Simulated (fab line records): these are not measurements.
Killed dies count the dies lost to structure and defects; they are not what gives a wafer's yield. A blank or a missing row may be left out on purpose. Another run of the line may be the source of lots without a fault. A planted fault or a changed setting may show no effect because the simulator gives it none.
fab line records	flow n5Finfet
[record] lots = 7	wafers = 39
route steps=1938 shown HKMG_FIN@435 GATE_CUT@466
startH: the number of hours between the record's first day and the start of the first shown wafer of the lot	waitH: hours from the lot's prior step to this one	" as in the row above	L1.1+2: a row that stands for several wafers	- either no value or no given start	* or withheld: withheld	< > ~ a bound
route shown NAME@n: NAME is a module with steps in the file, n the number in the route of the first one	usual: mean and standard deviation over wafers with no fault	same: alike in all rows	chamber/n: place in a boat	sites: readings site by site	_std_site: standard deviation across them	_edge_site: mean of outer sites minus mean of inner sites	radiusMm: for every site, how far away it sits from the centre of the wafer	mask NAME#n: copy n	behind: the last tool/chamber to shape the wafer	hold: why the lot went on hold/how many hours it stayed there/how the hold came to an end	device: the transistor (n, p or np) that didn't switch	end of line: the same wafers' tests at the end of the route	for a step that has no rows: nothing shown but its recipe	killed: dies that structure and defects cost at the first sort, which is not the same as the wafer's yield	map: a wafer's dies, marking killed ones x, the rest . and places with no die _
set.NAME: the setting as run; set.NAME@STEP: as run at that earlier step	model.NAME: the simulator's own value behind a step, which no gauge read
lots with deliberately changed settings; one table per step, one row per wafer
[[steps]]
[step N5_HKMG_FIN_ETCH_32]
[recipe] chemistry = N2/H2	target = SOC	targetDepthA = 2400	tempC = 40	timeS = 300	ionEnergyEv = 200	maskMaterial = SiARC	pressureMtorr = 30	sourceW = 840	biasW = 150	n2FlowSccm = 200	h2FlowSccm = 200
[usual] rfVppV = 523.4/2.1
lot.wafer	tool	chamber	startH	waitH	set.biasW	rfVppV	model.SiARC_of_HKMG_FIN_COAT_30.thkNm
L074.1	rieDiel-05	3	76.62	0.0	150	522.8	20.6
L074.2	"	2	"	"	150	526.4	20.4
L074.3	"	0	"	"	162.4	550.6	19.8
L074.4	"	3	"	"	162.4	550.0	19
L074.5	"	0	"	"	150	524.4	21.2
L074.6	"	2	"	"	162.4	553.6	19
L075.1	rieDiel-03	0	87.18	0.0	125.5	465.4	23.6
L075.2	"	1	"	"	125.5	468.4	23.6
L075.3	"	2	"	"	125.5	465.5	23.6
L075.4	"	3	"	"	150	522.9	20.8
L075.5	"	3	"	"	150	522.8	21.2
L075.6	"	0	"	"	150	522.6	20.6
L077.1	rieDiel-03	0	95.00	0.0	141.7	503.6	21.6
L077.2	"	1	"	"	150	524.7	21
L077.3	"	3	"	"	150	523.2	21
L077.4	"	2	"	"	141.7	504.6	21.6
L077.5	"	0	"	"	150	522.0	20.8
L077.6	"	3	"	"	141.7	503.3	22
L078.1	rieDiel-06	1	101.13	0.0	138.5	498.0	22.6
L078.2	"	2	"	"	138.5	494.3	23.4
L078.3	"	0	"	"	150	525.1	21.2
L078.4	"	2	"	"	150	519.0	22
L078.5	"	0	"	"	150	525.1	21.4
L078.6	"	1	"	"	138.5	497.8	22.4
L091.2	rieDiel-06	1	176.68	0.0	150	523.7	21
L091.3	"	0	"	"	150	525.4	21.4
L091.5	"	1	"	"	150	522.5	21
L093.1	rieDiel-05	3	188.03	0.0	172	569.5	17.4
L093.2	"	2	"	"	150	526.2	20.6
L093.3	"	1	"	"	172	571.6	18.8
L093.4	"	0	"	"	150	522.9	21.2
L093.5	"	0	"	"	172	571.0	18.6
L093.6	"	3	"	"	150	522.8	20.2
L095.1	rieDiel-05	2	201.33	0.0	128.6	477.7	23.2
L095.2	"	1	"	"	128.6	475.8	23.8
L095.3	"	0	"	"	150	523.5	21.2
L095.4	"	3	"	"	150	522.1	20.4
L095.5	"	0	"	"	150	524.1	21.4
L095.6	"	1	"	"	128.6	474.5	23.8
[step N5_GATE_CUT_ETCH_56]
[recipe] chemistry = Cl2/Ar	target = TiN	targetDepthA = 216	pressureMtorr = 10	icpW = 600	biasW = 60	Cl2_flow_sccm = 40	Ar_flow_sccm = 60
lot.wafer	tool	chamber	startH	waitH	set.icpW	model.etch.depthNm
L074.1	rieMetal-03	0	81.33	0.2	600	22.4
L074.2	"	0	"	"	600	22.42
L074.3	"	0	"	"	600	22.25
L074.4	"	0	"	"	600	22.29
L074.5	"	0	"	"	600	22.38
L074.6	"	0	"	"	600	22.3
L075.1	rieMetal-01	0	91.62	0.1	639.3	23.36
L075.2	"	1	"	"	600	21.39
L075.3	"	0	"	"	639.3	23.28
L075.4	"	1	"	"	639.3	22.5
L075.5	"	0	"	"	600	21.85
L075.6	"	1	"	"	600	21.43
L077.1	rieMetal-02	0	99.96	0.1	559.7	20.51
L077.2	"	1	"	"	559.7	20.42
L077.3	"	1	"	"	559.7	20.32
L077.4	"	0	"	"	600	21.83
L077.5	"	0	"	"	600	21.66
L077.6	"	1	"	"	600	21.32
L078.1	rieMetal-02	0	106.11	0.1	600	21.55
L078.2	"	1	"	"	600	21.5
L078.3	"	0	"	"	521.8	19.2
L078.4	"	1	"	"	600	21.61
L078.5	"	1	"	"	521.8	18.98
L078.6	"	0	"	"	521.8	19.03
L091.2	rieMetal-01	1	181.12	0.1	600	21.92
L091.3	"	0	"	"	600	21.93
L091.5	"	0	"	"	600	21.73
L093.1	rieMetal-03	0	192.57	0.1	600	21.99
L093.2	"	1	"	"	600	21.3
L093.3	"	0	"	"	600	21.97
L093.4	"	1	"	"	714.9	24.91
L093.5	"	1	"	"	714.9	24.7
L093.6	"	0	"	"	714.9	25.38
L095.1	rieMetal-01	1	205.91	0.1	540.2	19.82
L095.2	"	0	"	"	600	21.36
L095.3	"	0	"	"	540.2	19.63
L095.4	"	1	"	"	540.2	19.75
L095.5	"	0	"	"	600	21.48
L095.6	"	1	"	"	600	21.64
[step N5_GATE_CUT_HM_DEP_46]
[recipe] material = SiO2	targetThkA = 1300	tempC = 400	precursor = TEOS/O2	pressureTorr = 6.5	rfW = 900	teosFlowSccm = 161.4	gas = O2	flowSccm = 2650	timeS = 26.6
lot.wafer	tool	chamber	startH	waitH	set.targetThkA	model.SiO2_of_GATE_CUT_HM_DEP_46.thkNm
L074.1	pecvd-02	2	84.67	0.0	1387	135.2
L074.2	"	0	"	"	1300	129.2
L074.3	"	1	"	"	1387	137.2
L074.4	"	1	"	"	1300	130.2
L074.5	"	2	"	"	1300	131
L074.6	"	0	"	"	1387	140.4
L075.1+2	pecvd-04	1,2	94.95	0.0	1300	129.6
L075.3	"	0	"	"	1300	130.2
L075.4	"	2	"	"	1300	129.4
L075.5	"	1	"	"	1300	130.6
L075.6	"	0	"	"	1300	131.8
L077.1	pecvd-04	0	103.25	0.0	1300	130.4
L077.2	"	2	"	"	1375	137.2
L077.3+4	"	1	"	"	1300	130
L077.5	"	0	"	"	1375	139.6
L077.6	"	2	"	"	1375	139
L078.1	pecvd-04	2	109.34	0.0	1300	129.6
L078.2	"	0	"	"	1478	149
L078.3	"	1	"	"	1300	131.2
L078.4	"	0	"	"	1300	132.6
L078.5+6	"	1,2	"	"	1478	150.2
L091.2	pecvd-03	0	185.33	0.0	1300	130.4
L091.3	"	2	"	"	1300	127.2
L091.5	"	2	"	"	1300	128.2
L093.1	pecvd-03	1	195.74	0.0	1300	126.2
L093.2	"	0	"	"	1458	145.2
L093.3	"	2	"	"	1458	142.2
L093.4	"	1	"	"	1300	126.6
L093.5	"	2	"	"	1300	128.6
L093.6	"	0	"	"	1458	146.6
L095.1	pecvd-04	1	209.00	0.0	1300	129.8
L095.2	"	2	"	"	1414	142.2
L095.3	"	0	"	"	1414	142.4
L095.4	"	0	"	"	1300	132
L095.5	"	1	"	"	1300	133.2
L095.6	"	2	"	"	1414	144
[step N5_GATE_CUT_ETCH_37]
[recipe] chemistry = N2/H2	target = SOC	targetDepthA = 600	overetchA = 120	maskMaterial = SiARC	tempC = 40	timeS = 90	ionEnergyEv = 200	pressureMtorr = 30	sourceW = 840	biasW = 150	n2FlowSccm = 200	h2FlowSccm = 200
[usual] rfVppV = 524.7/2.4
lot.wafer	tool	chamber	startH	waitH	set.biasW	rfVppV	model.SiARC_of_GATE_CUT_COAT_35.thkNm
L074.1	rieDiel-04	3	85.21	0.0	167.5	558.0	5.4
L074.2	"	0	"	"	150	521.8	6
L074.3	"	2	"	"	167.5	558.4	5.4
L074.4	"	1	"	"	150	525.2	6
L074.5	"	1	"	"	167.5	564.8	5.4
L074.6	"	0	"	"	150	522.9	6
L075.1	rieDiel-04	0	97.08	0.0	134.1	487.8	6.6
L075.2	"	1	"	"	134.1	491.3	6.6
L075.3	"	3	"	"	150	520.8	6
L075.4	"	1	"	"	134.1	489.9	6.6
L075.5	"	0	"	"	150	523.6	6
L075.6	"	3	"	"	150	520.5	6.2
L077.1	rieDiel-04	0	103.79	0.0	124.3	464.7	7
L077.2	"	1	"	"	150	526.2	6
L077.3	"	3	"	"	150	521.3	6
L077.4	"	0	"	"	150	522.3	6
L077.5	"	3	"	"	124.3	461.0	7
L077.6	"	1	"	"	124.3	466.7	7
L078.1	rieDiel-01	0	109.88	0.0	150	527.1	5.8
L078.2	"	2	"	"	150	524.0	6.2
L078.3	"	1	"	"	150	521.7	5.8
L078.4	"	3	"	"	161.7	552.8	5.6
L078.5	"	1	"	"	161.7	546.6	5.4
L078.6	"	2	"	"	161.7	550.9	5.8
L091.2	rieDiel-01	3	185.99	0.0	150	527.1	6.2
L091.3	"	0	"	"	150	528.1	5.8
L091.5	"	3	"	"	150	526.4	6.2
L093.1	rieDiel-02	3	196.42	0.0	170.3	565.2	5.4
L093.2	"	2	"	"	150	523.8	6.2
L093.3	"	1	"	"	150	527.5	6
L093.4	"	1	"	"	170.3	570.9	5.4
L093.5	"	3	"	"	150	521.0	6
L093.6	"	2	"	"	170.3	566.2	5.6
L095.1	rieDiel-02	3	209.77	0.0	168.3	559.5	5.6
L095.2	"	0	"	"	150	525.6	6.2
L095.3	"	1	"	"	150	526.5	6.2
L095.4	"	2	"	"	168.3	562.3	5.6
L095.5	"	0	"	"	150	526.8	6.2
L095.6	"	1	"	"	168.3	565.0	5.4
[step N5_GATE_CUT_STRIP_38]
[recipe] chemistry = N2/H2	tempC = 40	n2FlowSccm = 200	h2FlowSccm = 200	rfFrequencyHz = 6e+07
[step N5_GATE_CUT_STRIP_39]
[recipe] chemistry = N2/H2	tempC = 40	n2FlowSccm = 200	h2FlowSccm = 200	rfFrequencyHz = 6e+07
[step N5_GATE_CUT_HM_OPEN_40]
[recipe] chemistry = C4F6/O2	target = SiO2	maskMaterial = SiARC	targetDepthA = 1390	timeS = 85.1	ionEnergyEv = 250	pressureMtorr = 30	sourceW = 345	biasW = 185	Ar_flow_sccm = 300	C4F6_flow_sccm = 10	O2_flow_sccm = 10	ends = cleared
[usual] etchRfOnTimeS = 93.7/2.2
lot.wafer	tool	chamber	startH	waitH	set.targetThkA@GATE_CUT_HM_DEP_46	etchRfOnTimeS	model.etch.depthNm	model.SOC_of_GATE_CUT_COAT_34.thkNm
L074.1	rieDiel-04	3	85.30	0.0	1387	100.0	135.2	32
L074.2	"	0	"	"	1300	94.9	129.3	32.6
L074.3	"	2	"	"	1387	100.5	137.3	31.4
L074.4	"	1	"	"	1300	95.0	130.2	33.2
L074.5	"	1	"	"	1300	95.6	131	33
L074.6	"	0	"	"	1387	103.2	140.4	30.4
L075.1	rieDiel-04	0	97.16	0.0	1300	95.8	129.6	32.6
L075.2	"	1	"	"	1300	95.8	129.5	33.4
L075.3	"	3	"	"	1300	95.8	130.2	33
L075.4	"	1	"	"	1300	94.6	129.4	33.6
L075.5	"	0	"	"	1300	96.2	130.6	32.4
L075.6	"	3	"	"	1300	96.7	131.8	32.8
L077.1	rieDiel-04	0	103.87	0.0	1300	95.0	130.5	32.4
L077.2	"	1	"	"	1375	99.9	137.2	31.8
L077.3	"	3	"	"	1300	94.7	130	33.2
L077.4	"	0	"	"	1300	94.8	130.1	32.8
L077.5	"	3	"	"	1375	100.9	139.5	31.2
L077.6	"	1	"	"	1375	101.0	139.1	31.6
L078.1	rieDiel-01	0	109.97	0.0	1300	89.8	129.5	32.2
L078.2	"	2	"	"	1478	109.5	149.1	28.4
L078.3	"	1	"	"	1300	94.6	131.2	32.2
L078.4	"	3	"	"	1300	94.7	132.5	32.8
L078.5	"	1	"	"	1478	108.6	150.2	28.2
L078.6	"	2	"	"	1478	110.6	150.3	28.2
L091.2	rieDiel-01	3	186.07	0.0	1300	93.5	130.4	33.4
L091.3	"	0	"	"	1300	89.5	127.2	33.2
L091.5	"	3	"	"	1300	91.0	128.1	33.8
L093.1	rieDiel-02	3	196.51	0.0	1300	90.4	126.1	33.8
L093.2	"	2	"	"	1458	107.0	145.1	29.6
L093.3	"	1	"	"	1458	101.4	142.1	30.4
L093.4	"	1	"	"	1300	90.6	126.6	33.6
L093.5	"	3	"	"	1300	92.1	128.6	33.2
L093.6	"	2	"	"	1458	108.7	146.6	29.4
L095.1	rieDiel-02	3	209.85	0.0	1300	93.2	129.8	33
L095.2	"	0	"	"	1414	103.1	142.2	30.4
L095.3	"	1	"	"	1414	102.8	142.4	30.2
L095.4	"	2	"	"	1300	97.9	132.1	32.4
L095.5	"	0	"	"	1300	96.4	133.1	32.2
L095.6	"	1	"	"	1414	104.0	144	30
[[key]]
[split] step = N5_HKMG_FIN_ETCH_32	setting = biasW	stated = 150	by = wafer
[response] step = N5_HKMG_FIN_ETCH_32	reading = rfVppV	change = +3.33	per = 1%	r = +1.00
[response] step = N5_HKMG_FIN_ETCH_32	reading = model.SiARC_of_HKMG_FIN_COAT_30.thkNm	change = -0.17	per = 1%	r = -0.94
[split] step = N5_GATE_CUT_ETCH_56	setting = icpW	stated = 600	by = wafer
[response] step = N5_GATE_CUT_ETCH_56	reading = model.etch.depthNm	change = +0.179	per = 1%	r = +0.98
[split] step = N5_GATE_CUT_HM_DEP_46	setting = targetThkA	stated = 1300	by = wafer
[response] step = N5_GATE_CUT_HM_DEP_46	reading = model.SiO2_of_GATE_CUT_HM_DEP_46.thkNm	change = +1.36	per = 1%	r = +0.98
[response] step = N5_GATE_CUT_HM_OPEN_40	reading = etchRfOnTimeS	change = *	per = 1%	r = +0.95
[response] step = N5_GATE_CUT_HM_OPEN_40	reading = model.etch.depthNm	change = +1.36	per = 1%	r = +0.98
[response] step = N5_GATE_CUT_HM_OPEN_40	reading = model.SOC_of_GATE_CUT_COAT_34.thkNm	change = -0.287	per = 1%	r = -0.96
[split] step = N5_GATE_CUT_ETCH_37	setting = biasW	stated = 150	by = wafer
[response] step = N5_GATE_CUT_ETCH_37	reading = rfVppV	change = +3.22	per = 1%	r = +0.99
[response] step = N5_GATE_CUT_ETCH_37	reading = model.SiARC_of_GATE_CUT_COAT_35.thkNm	change = -0.052	per = 1%	r = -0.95
